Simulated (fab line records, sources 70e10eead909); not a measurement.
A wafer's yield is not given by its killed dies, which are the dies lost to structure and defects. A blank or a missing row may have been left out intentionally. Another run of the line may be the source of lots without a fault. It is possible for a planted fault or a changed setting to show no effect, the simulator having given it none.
Chamber matching / flow nandHarc / NHARC_A_STAIRCASE_ETCH_169 on rieDiel-09: 4 sister chambers
The step etches the open film in CH3F/O2, target depth 50 nm, time 107.1 s. 4 wafers are shown with their chamber, then 9 later ones without.

## EACH WAFER AND ITS CHAMBER
wafer=L083.5; chamber=3; showerheadPlenumPTorr (Torr)=2.29
wafer=L084.1; chamber=0; showerheadPlenumPTorr (Torr)=2.34
wafer=L084.3; chamber=2; showerheadPlenumPTorr (Torr)=2.62
wafer=L084.5; chamber=1; showerheadPlenumPTorr (Torr)=2.60

## WAFERS WITH NO CHAMBER GIVEN
wafer=L086.1; showerheadPlenumPTorr (Torr)=2.59
wafer=L086.3; showerheadPlenumPTorr (Torr)=2.29
wafer=L086.4; showerheadPlenumPTorr (Torr)=2.62
wafer=L088.1; showerheadPlenumPTorr (Torr)=2.34
wafer=L088.3; showerheadPlenumPTorr (Torr)=2.59
wafer=L088.5; showerheadPlenumPTorr (Torr)=2.34
wafer=L095.1; showerheadPlenumPTorr (Torr)=2.28
wafer=L095.3; showerheadPlenumPTorr (Torr)=2.58
wafer=L095.5; showerheadPlenumPTorr (Torr)=2.33

## EACH ONE'S CHAMBER
wafer=L086.1; from the rows above=1; in truth=1
wafer=L086.3; from the rows above=3; in truth=3
wafer=L086.4; from the rows above=2; in truth=2
wafer=L088.1; from the rows above=0; in truth=0
wafer=L088.3; from the rows above=1; in truth=1
wafer=L088.5; from the rows above=0; in truth=0
wafer=L095.1; from the rows above=3; in truth=3
wafer=L095.3; from the rows above=1; in truth=1
wafer=L095.5; from the rows above=0; in truth=0
9 of 9 placed correctly. Can't be placed from these rows: 0. Number placed wrongly: 0.
How it was worked out, from the rows above alone: a wafer's distance from a chamber is the root of the sum, over the readings, of the square of ((its reading less the chamber's mean) divided by the reading's scatter). If the next closest chamber is less than 2 further off than the closest, the wafer can't be placed; otherwise it belongs to the closest. For every chamber, the mean is computed from those of its wafers that are shown. The scatter (one wafer shown for each chamber): square how far every hidden wafer sits from the nearest shown wafer, average those squares and take the square root.
